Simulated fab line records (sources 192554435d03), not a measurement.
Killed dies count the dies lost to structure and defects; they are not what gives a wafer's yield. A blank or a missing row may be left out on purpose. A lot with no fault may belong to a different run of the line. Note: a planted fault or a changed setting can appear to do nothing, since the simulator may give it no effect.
Split-lot experiment || flow n5-finfet || 21 wafers read from 7 lots, route of 1938 steps

## THE SPLIT ITSELF
At N5_BEOL_M0_SAQP_HM_DEP_111 (deposits SiO2 from SiH4/N2O, target thk 12 nm, time 7.2 s), the setting time-s was moved away from the recipe's 7.2 s on 7 of the 21 wafers read, by -8.3% to +10.1%. For the rest of the wafers, this setting stayed at what the recipe calls for.

## FROM THE SPLIT TO THE READING: what the file shows between them, 8 steps
- N5_BEOL_M0_SAQP_COAT_81: time 60 s, resist thk 100 nm
- N5_BEOL_M0_SAQP_COAT_82: time 60 s, resist thk 30 nm
- N5_BEOL_M0_SAQP_ETCH_84: etches SOC in N2/H2, target depth 100 nm, overetch 20 nm, time 150 s
- N5_BEOL_M0_SAQP_STRIP_80: strips in N2/H2
- N5_BEOL_M0_SAQP_HM_OPEN_112: chemistry CHF3/O2, target SiO2, stops on a-Si, target depth 12 nm, time 13.5 s
- N5_BEOL_M0_SAQP_STRIP_113: strips in CHF3/O2
- N5_BEOL_M0_SAQP_MANDREL_ETCH_20: etches a-Si in HBr/Cl2, stops on SiNx, target depth 60 nm, bt time 10 s, time 30 s
- N5_BEOL_M0_SAQP_STRIP_86: strips in N2/H2

## THE READING
SiO2_of_BEOL_M0_SAQP_HM_DEP_111.thk-nm (the simulator's own value, which no gauge read), in nm, at N5_BEOL_M0_SAQP_STRIP_115 (strips in post etch residue remover, time 60 s). The file does not state a usual value for it. The 14 wafers here that ran the recipe average 11.9 nm, standard deviation 0.18 nm.

{"wafer": "L079.2", "tool, chamber at the split": "pecvd-03, 1", "time-s as run, s": 7.2, "against the recipe": "recipe", "SiO2_of_BEOL_M0_SAQP_HM_DEP_111.thk-nm, nm": 12, "against lot-mates on the recipe": "-"}
{"wafer": "L079.5", "tool, chamber at the split": "pecvd-03, 0", "time-s as run, s": 7.2, "against the recipe": "recipe", "SiO2_of_BEOL_M0_SAQP_HM_DEP_111.thk-nm, nm": 12, "against lot-mates on the recipe": "-"}
{"wafer": "L079.4", "tool, chamber at the split": "pecvd-03, 1", "time-s as run, s": 6.605, "against the recipe": "-8.3%", "SiO2_of_BEOL_M0_SAQP_HM_DEP_111.thk-nm, nm": 11, "against lot-mates on the recipe": -1.0}
{"wafer": "L080.1", "tool, chamber at the split": "pecvd-02, 1,0", "time-s as run, s": 7.2, "against the recipe": "recipe", "SiO2_of_BEOL_M0_SAQP_HM_DEP_111.thk-nm, nm": 11.6, "against lot-mates on the recipe": "-"}
{"wafer": "L080.2", "tool, chamber at the split": "pecvd-02, 1,0", "time-s as run, s": 7.2, "against the recipe": "recipe", "SiO2_of_BEOL_M0_SAQP_HM_DEP_111.thk-nm, nm": 11.8, "against lot-mates on the recipe": "-"}
{"wafer": "L080.6", "tool, chamber at the split": "pecvd-02, 2", "time-s as run, s": 7.2, "against the recipe": "recipe", "SiO2_of_BEOL_M0_SAQP_HM_DEP_111.thk-nm, nm": 12, "against lot-mates on the recipe": "-"}
{"wafer": "L082.2", "tool, chamber at the split": "pecvd-03, 1", "time-s as run, s": 7.2, "against the recipe": "recipe", "SiO2_of_BEOL_M0_SAQP_HM_DEP_111.thk-nm, nm": 11.6, "against lot-mates on the recipe": "-"}
{"wafer": "L082.4", "tool, chamber at the split": "pecvd-03, 0", "time-s as run, s": 6.737, "against the recipe": "-6.4%", "SiO2_of_BEOL_M0_SAQP_HM_DEP_111.thk-nm, nm": 11.2, "against lot-mates on the recipe": -0.4}
{"wafer": "L082.5", "tool, chamber at the split": "pecvd-03, 1", "time-s as run, s": 6.737, "against the recipe": "-6.4%", "SiO2_of_BEOL_M0_SAQP_HM_DEP_111.thk-nm, nm": 10.8, "against lot-mates on the recipe": -0.8}
{"wafer": "L084.1", "tool, chamber at the split": "pecvd-01, 2", "time-s as run, s": 6.65, "against the recipe": "-7.6%", "SiO2_of_BEOL_M0_SAQP_HM_DEP_111.thk-nm, nm": 11.2, "against lot-mates on the recipe": -1.0}
{"wafer": "L084.4", "tool, chamber at the split": "pecvd-01, 0", "time-s as run, s": 7.2, "against the recipe": "recipe", "SiO2_of_BEOL_M0_SAQP_HM_DEP_111.thk-nm, nm": 12.2, "against lot-mates on the recipe": "-"}
{"wafer": "L084.6", "tool, chamber at the split": "pecvd-01, 2", "time-s as run, s": 6.65, "against the recipe": "-7.6%", "SiO2_of_BEOL_M0_SAQP_HM_DEP_111.thk-nm, nm": 11.4, "against lot-mates on the recipe": -0.8}
{"wafer": "L091.1", "tool, chamber at the split": "pecvd-02, 1", "time-s as run, s": 6.733, "against the recipe": "-6.5%", "SiO2_of_BEOL_M0_SAQP_HM_DEP_111.thk-nm, nm": 11.2, "against lot-mates on the recipe": -0.8}
{"wafer": "L091.3", "tool, chamber at the split": "pecvd-02, 0", "time-s as run, s": 7.2, "against the recipe": "recipe", "SiO2_of_BEOL_M0_SAQP_HM_DEP_111.thk-nm, nm": 12, "against lot-mates on the recipe": "-"}
{"wafer": "L091.4", "tool, chamber at the split": "pecvd-02, 1", "time-s as run, s": 7.2, "against the recipe": "recipe", "SiO2_of_BEOL_M0_SAQP_HM_DEP_111.thk-nm, nm": 12, "against lot-mates on the recipe": "-"}
{"wafer": "L092.1", "tool, chamber at the split": "pecvd-02, 1", "time-s as run, s": 7.2, "against the recipe": "recipe", "SiO2_of_BEOL_M0_SAQP_HM_DEP_111.thk-nm, nm": 12, "against lot-mates on the recipe": "-"}
{"wafer": "L092.2", "tool, chamber at the split": "pecvd-02, 0", "time-s as run, s": 7.929, "against the recipe": "+10.1%", "SiO2_of_BEOL_M0_SAQP_HM_DEP_111.thk-nm, nm": 13.2, "against lot-mates on the recipe": "+1.1"}
{"wafer": "L092.5", "tool, chamber at the split": "pecvd-02, 1", "time-s as run, s": 7.2, "against the recipe": "recipe", "SiO2_of_BEOL_M0_SAQP_HM_DEP_111.thk-nm, nm": 12.2, "against lot-mates on the recipe": "-"}
{"wafer": "L097.2", "tool, chamber at the split": "pecvd-03, 1", "time-s as run, s": 7.2, "against the recipe": "recipe", "SiO2_of_BEOL_M0_SAQP_HM_DEP_111.thk-nm, nm": 11.8, "against lot-mates on the recipe": "-"}
{"wafer": "L097.6", "tool, chamber at the split": "pecvd-03, 0,2", "time-s as run, s": 7.2, "against the recipe": "recipe", "SiO2_of_BEOL_M0_SAQP_HM_DEP_111.thk-nm, nm": 11.8, "against lot-mates on the recipe": "-"}
{"wafer": "L097.5", "tool, chamber at the split": "pecvd-03, 0,2", "time-s as run, s": 7.2, "against the recipe": "recipe", "SiO2_of_BEOL_M0_SAQP_HM_DEP_111.thk-nm, nm": 12, "against lot-mates on the recipe": "-"}
The file does not say which wafer passed through which chamber wherever a row lists several chambers: such a row stands for several wafers.

FIT RESULTS
A straight line over all 21 wafers: SiO2_of_BEOL_M0_SAQP_HM_DEP_111.thk-nm changes by +0.115 nm for each +1% of time-s; r = +0.93; the points scatter about the line by 0.2 nm.
The same after taking each lot's own level away (the mean of its wafers on the recipe; 21 wafers): +0.112 nm for each +1%; r = +0.97; scatter 0.12 nm.
On that fit, the largest move of time-s shifts the reading by 1.1 nm.
The span of the lots' own levels, 11.60 to 12.20 nm, comes to 3.4 times the standard deviation stated above.
Hence the lot-to-lot level has little effect on the slope; both slopes agree.
Check: +1.15 nm against its lot-mates is what the line predicts for one of the wafers moved furthest among these (+10.1%) when that wafer is left out of the fit. Against them it came out at +1.1 nm.

## ADDITIONAL SPLITS CARRIED BY THESE WAFERS
Before the reading, these wafers also passed through other splits. Each is held against what the fit with the lots' levels taken away leaves over:
{"other split on the same wafers": "N5_MOL_CONTACT_COAG_ETCH_105 bias-w", "wafers away from the commonest value": 8, "r with SiO2_of_BEOL_M0_SAQP_HM_DEP_111.thk-nm (lot level and that fit taken away)": -0.15}
{"other split on the same wafers": "N5_MOL_CONTACT_COAG_COAT_34 spin-rpm", "wafers away from the commonest value": 7, "r with SiO2_of_BEOL_M0_SAQP_HM_DEP_111.thk-nm (lot level and that fit taken away)": "+0.13"}
{"other split on the same wafers": "N5_MOL_CONTACT_COAG_EXPOSE_37 dose-mj", "wafers away from the commonest value": 8, "r with SiO2_of_BEOL_M0_SAQP_HM_DEP_111.thk-nm (lot level and that fit taken away)": -0.02}
{"other split on the same wafers": "N5_BEOL_M0_SAQP_PECVD_04 time-s", "wafers away from the commonest value": 9, "r with SiO2_of_BEOL_M0_SAQP_HM_DEP_111.thk-nm (lot level and that fit taken away)": "+0.00"}

## THE WHOLE CHAIN: every reading that the file lists as answering this split, in the file's order
{"step": "N5_BEOL_M0_SAQP_HM_DEP_111", "what it does": "deposits SiO2 from SiH4/N2O, target thk 12 nm, time 7.2 s", "reading": "SiO2_of_BEOL_M0_SAQP_HM_DEP_111.thk-nm (the simulator's own value, which no gauge read)", "change (the file's fit)": "+0.104 nm for each +1% of the setting", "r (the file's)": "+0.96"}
{"step": "N5_BEOL_M0_SAQP_HM_OPEN_112", "what it does": "chemistry CHF3/O2, target SiO2, stops on a-Si, target depth 12 nm, time 13.5 s", "reading": "etch.depth-nm (the simulator's own value, which no gauge read)", "change (the file's fit)": "+0.108 nm for each +1% of the setting", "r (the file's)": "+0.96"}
{"step": "N5_BEOL_M0_SAQP_STRIP_115", "what it does": "strips in post etch residue remover, time 60 s", "reading": "SiO2_of_BEOL_M0_SAQP_HM_DEP_111.thk-nm (the simulator's own value, which no gauge read)", "change (the file's fit)": "+0.113 nm for each +1% of the setting", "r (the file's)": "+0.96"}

## THE FILE'S OWN FIT
SiO2_of_BEOL_M0_SAQP_HM_DEP_111.thk-nm changes by +0.113 nm for each +1% of time-s, r = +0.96.
